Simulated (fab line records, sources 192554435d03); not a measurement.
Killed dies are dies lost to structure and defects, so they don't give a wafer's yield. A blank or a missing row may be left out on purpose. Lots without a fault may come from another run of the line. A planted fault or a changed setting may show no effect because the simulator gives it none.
One fault seen from 3 desks | flow n5_finfet | each desk has only its own numbers; what lay behind them comes last

THE METROLOGY DESK
What the gauges read, lot by lot, whatever tool the lot ran on: means of the sampled wafers that have a number. A lot is out of limits, marked OUT, if its mean lies more than 4 standard deviations from the usual mean; the brackets give that distance. Of its 10 readings 7 are shown: those that lie furthest out on some lot.
Columns: A = DIBL_N at N5_BEOL_M4_RC_MEAS_101, usual 36.0 mV/V; B = DIBL_P at N5_BEOL_M4_RC_MEAS_101, usual 35.8 mV/V; C = IOFF_P at N5_BEOL_M4_RC_MEAS_101, usual 0.20 nA/um; D = ION_N at N5_BEOL_M4_RC_MEAS_101, usual 670 uA/um; E = ION_P at N5_BEOL_M4_RC_MEAS_101, usual 459 uA/um; F = VT_N at N5_BEOL_M4_RC_MEAS_101, usual 251 mV; G = VT_P at N5_BEOL_M4_RC_MEAS_101, usual -252 mV
lot  | first seen here | A    | B    | C    | D   | E   | F   | G
L769 | day 9 08:02     | 36.0 | 36.2 | 0.22 | 673 | 464 | 250 | -246
L770 | day 9 11:49     | 35.6 | 34.2 | 0.18 | 660 | 455 | 253 | -254
L771 | day 9 13:56     | 36.1 | 35.6 | 0.19 | 672 | 461 | 250 | -253
L773 | day 10 03:13    | 36.8 | 36.4 | 0.19 | 670 | 460 | 253 | -252
L774 | day 10 22:27    | 35.1 | 36.0 | 0.22 | 664 | 467 | 252 | -247
L775 | day 10 23:28    | 35.8 | 36.0 | 0.19 | 666 | 453 | 250 | -252
L777 | day 11 05:56    | 35.3 | 34.4 | 0.16 | 655 | 446 | 254 | -256
L780 | day 12 11:36    | 36.6 | 36.0 | 0.19 | 656 | 450 | 257 | -254
L781 | day 12 17:02    | 37.2 | 35.6 | 0.19 | 671 | 454 | 247 | -253
L790 | day 14 03:56    | 36.6 | 37.4 | 0.19 | 664 | 450 | 251 | -252
L792 | day 15 11:20    | 33.1 | 32.2 | 0.14 | 648 | 446 | 255 | -257
This desk's finding: nothing out of limits on any of the 11 lots.

THE TOOL OWNER'S DESK: remote_plasma-02
The tool's own readings at N5_DUMMY_REMOVAL_PRECLEAN_08 (cleans in NF3:NH3, afs cycles 2, time 20 s, sublimation time 60 s): means of the sampled wafers that have a number, for each lot that ran on this tool. A lot is out of limits, marked OUT, if its mean lies more than 4 standard deviations from the usual mean; the brackets give that distance.
Columns: A = sublimation_temp_c at N5_DUMMY_REMOVAL_PRECLEAN_08, usual 180.00 C
lot  | first seen here | A
L770 | day 4 06:37     | 180.09
L777 | day 6 01:28     | 180.14
L780 | day 6 17:21     | 179.69
L781 | day 7 00:47     | 180.04
L792 | day 9 19:36     | 180.13
This desk's finding: nothing out of limits on any of the 5 lots.

THE DEFECT DESK
What the inspections along the route counted, lot by lot: means of the sampled wafers that have a number. A lot is out of limits, marked OUT, if its mean lies more than 4 standard deviations from the usual mean; the brackets give that distance.
Columns: A = raw_defect_count at N5_DUMMY_REMOVAL_INSPECT_06, usual 12
lot  | first seen here | A
L769 | day 3 20:52     | 10
L770 | day 4 06:32     | 6
L771 | day 4 11:18     | 9
L773 | day 4 22:01     | 20
L774 | day 5 05:28     | 8
L775 | day 5 11:28     | 10
L777 | day 6 01:25     | 10
L780 | day 6 17:19     | 8
L781 | day 7 00:45     | 18
L790 | day 9 02:13     | 11
L792 | day 9 19:34     | 17
This desk's finding: nothing out of limits on any of the 11 lots.

PUT TOGETHER
The metrology desk saw nothing out of limits.
The tool owner's desk saw nothing out of limits.
The defect desk saw nothing out of limits.

WHAT THE SIMULATOR HAD PUT IN
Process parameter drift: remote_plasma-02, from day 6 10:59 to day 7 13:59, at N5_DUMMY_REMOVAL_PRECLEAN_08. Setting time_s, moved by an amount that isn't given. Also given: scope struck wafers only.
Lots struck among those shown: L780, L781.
